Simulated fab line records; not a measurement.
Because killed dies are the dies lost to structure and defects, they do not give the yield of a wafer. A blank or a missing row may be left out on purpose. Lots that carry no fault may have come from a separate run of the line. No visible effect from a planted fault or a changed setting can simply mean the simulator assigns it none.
Split-lot trial | flow n5-finfet | route with 1938 steps; 7 lots, 21 wafers read

SPLIT DETAILS
At N5_DUMMY_GATE_HM_DEP_06 (deposits SiNx from DCS/NH3, target thk 80 nm, time 5141 s), the setting time-s was moved away from the recipe's 5141 s on 12 of the 21 wafers read, by -8.8% to +9.7%. All remaining wafers had this setting at the recipe value.

The reading comes from the split's own step.

THE READING
SiNx_of_DUMMY_GATE_HM_DEP_06.thk-nm (the simulator's own value, which no gauge read), in nm, at N5_DUMMY_GATE_HM_DEP_06 (deposits SiNx from DCS/NH3, target thk 80 nm, time 5141 s). The file gives no usual value for it. The 9 wafers here that ran the recipe average 80.1 nm, standard deviation 0.74 nm.

wafer  | tool, chamber at the split | time-s as run, s | against the recipe | SiNx_of_DUMMY_GATE_HM_DEP_06.thk-nm, nm | against lot-mates on the recipe
L075.1 | -, -                       | 4691             | -8.8%              | 72.4                                    | no lot-mate on the recipe
L075.2 | -, -                       | 4691             | -8.8%              | 73                                      | no lot-mate on the recipe
L075.3 | -, -                       | 4691             | -8.8%              | 72.8                                    | no lot-mate on the recipe
L079.1 | -, -                       | 5640             | +9.7%              | 87.4                                    | no lot-mate on the recipe
L079.2 | -, -                       | 5640             | +9.7%              | 87.6                                    | no lot-mate on the recipe
L079.5 | -, -                       | 5640             | +9.7%              | 88                                      | no lot-mate on the recipe
L081.3 | -, -                       | 5545             | +7.9%              | 86                                      | no lot-mate on the recipe
L081.5 | -, -                       | 5545             | +7.9%              | 86.6                                    | no lot-mate on the recipe
L081.6 | -, -                       | 5545             | +7.9%              | 85.4                                    | no lot-mate on the recipe
L086.2 | -, -                       | 5357             | +4.2%              | 82.6                                    | no lot-mate on the recipe
L086.4 | -, -                       | 5357             | +4.2%              | 83.2                                    | no lot-mate on the recipe
L086.6 | -, -                       | 5357             | +4.2%              | 82.8                                    | no lot-mate on the recipe
L091.3 | -, -                       | 5141             | recipe             | 80.8                                    | -
L091.4 | -, -                       | 5141             | recipe             | 81.4                                    | -
L091.6 | -, -                       | 5141             | recipe             | 81                                      | -
L090.4 | -, -                       | 5141             | recipe             | 79.6                                    | -
L090.5 | -, -                       | 5141             | recipe             | 79.2                                    | -
L090.6 | -, -                       | 5141             | recipe             | 79.4                                    | -
L097.1 | lpcvd-02, 0/90,0/104       | 5141             | recipe             | 79.8                                    | -
L097.4 | lpcvd-02, 0/90,0/104       | 5141             | recipe             | 79.8                                    | -
L097.2 | lpcvd-02, 0/95             | 5141             | recipe             | 79.6                                    | -
Rows listing several chambers each stand for several wafers; the file does not say which wafer went through which chamber.

THE FIT
A straight line over all 21 wafers: SiNx_of_DUMMY_GATE_HM_DEP_06.thk-nm changes by +0.795 nm for each +1% of time-s; r = +0.99; the points scatter about the line by 0.61 nm.
Too few moved wafers with a lot-mate on the recipe to fit a line net of each lot's own level.

FILE'S OWN FIT
SiNx_of_DUMMY_GATE_HM_DEP_06.thk-nm changes by +0.795 nm for each +1% of time-s, r = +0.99.
